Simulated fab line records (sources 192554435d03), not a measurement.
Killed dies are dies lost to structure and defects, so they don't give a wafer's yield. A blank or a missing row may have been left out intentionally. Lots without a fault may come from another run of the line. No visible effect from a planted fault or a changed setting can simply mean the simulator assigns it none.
Split-lot trial    flow n5_finfet    on a route of 1938 steps: 7 lots, 21 wafers read

SPLIT DETAILS
At N5_BEOL_M4_DEP_57 (deposits SiCN from 3MS/NH3, target thk 8 nm, time 14 s), the setting time_s was moved away from the recipe's 14 s on 6 of the 21 wafers read, by -10.2% to +12.7%. For the rest of the wafers, this setting stayed at what the recipe calls for.

The reading is taken at the split's own step.

THE READING
SiCN_of_BEOL_M4_DEP_57.thk_nm (the simulator's own value, which no gauge read), in nm, at N5_BEOL_M4_DEP_57 (deposits SiCN from 3MS/NH3, target thk 8 nm, time 14 s). The file gives no usual value for it. The 15 wafers here that ran the recipe average 8.1 nm, standard deviation 0.14 nm.

wafer   tool, chamber at the split  time_s as run, s  against the recipe  SiCN_of_BEOL_M4_DEP_57.thk_nm, nm  against lot-mates on the recipe
L074.1  pecvd-03, 2                 14                recipe              7.8                                -
L074.2  pecvd-03, 1                 14                recipe              8.2                                -
L074.4  pecvd-03, 2                 12.57             -10.2%              7.2                                -0.8
L081.2  pecvd-03, 2                 15.3              +9.3%               8.8                                +0.8
L081.3  pecvd-03, 1                 14                recipe              8                                  -
L081.5  pecvd-03, 1                 15.3              +9.3%               9                                  +1.0
L088.2  pecvd-03, 1                 14.8              +5.7%               8.6                                +0.6
L088.3  pecvd-03, 0,2               14                recipe              8                                  -
L088.6  pecvd-03, 0,2               14                recipe              8                                  -
L089.2  pecvd-03, 0,2               15.78             +12.7%              9                                  +1.2
L089.4  pecvd-03, 0,2               15.78             +12.7%              9                                  +1.2
L089.3  pecvd-03, 2                 14                recipe              7.8                                -
L091.2  pecvd-04, 0,1               14                recipe              8.2                                -
L091.4  pecvd-04, 0,1               14                recipe              8.2                                -
L091.5  pecvd-04, 0                 14                recipe              8                                  -
L094.1  pecvd-01, 0                 14                recipe              8.2                                -
L094.4  pecvd-01, 0                 14                recipe              8.2                                -
L094.6  pecvd-01, 2                 14                recipe              8                                  -
L096.1  pecvd-01, 1,1,2             14                recipe              8.2                                -
L096.4  pecvd-01, 1,1,2             14                recipe              8.2                                -
L096.6  pecvd-01, 1,1,2             14                recipe              8.2                                -
Rows listing several chambers each stand for several wafers; the file does not say which wafer went through which chamber.

FIT RESULTS
A straight line over all 21 wafers: SiCN_of_BEOL_M4_DEP_57.thk_nm changes by +0.0801 nm for each +1% of time_s; r = +0.95; the points scatter about the line by 0.14 nm.
The same after taking each lot's own level away (the mean of its wafers on the recipe; 21 wafers): +0.0919 nm for each +1%; r = +0.98; scatter 0.097 nm.
On that fit, the largest move of time_s shifts the reading by 1.2 nm.
Measured against the standard deviation above, the lots' own levels, which go from 7.80 to 8.20 nm, span 2.8 times it.
So the lot-to-lot level changes the slope: the two fits differ.
Check: +1.18 nm against its lot-mates is what the line predicts for one of the wafers moved furthest among these (+12.7%) when that wafer is left out of the fit. It came out at +1.2 nm against them.

THE OTHER SPLITS THESE WAFERS WENT THROUGH
Note: prior to the reading, these wafers also went through further splits. Each is held against what the fit with the lots' levels taken away leaves over:
other split on the same wafers    wafers away from the commonest value  r with SiCN_of_BEOL_M4_DEP_57.thk_nm (lot level and that fit taken away)
N5_BEOL_M1_EXPOSE_08 dose_mj      6                                     -0.06
N5_BEOL_M2_ETCH_69 bias_w         4                                     +0.16
N5_BEOL_M2_TRENCH_ETCH_37 time_s  4                                     -0.02
N5_BEOL_M3_COAT_73 spin_rpm       4                                     +0.04
N5_BEOL_M3_COAT_05 spin_rpm       10                                    -0.32
N5_BEOL_M4_COAT_73 spin_rpm       12                                    +0.03

THE FILE'S OWN FIT
SiCN_of_BEOL_M4_DEP_57.thk_nm changes by +0.0915 nm for each +1% of time_s, r = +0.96.
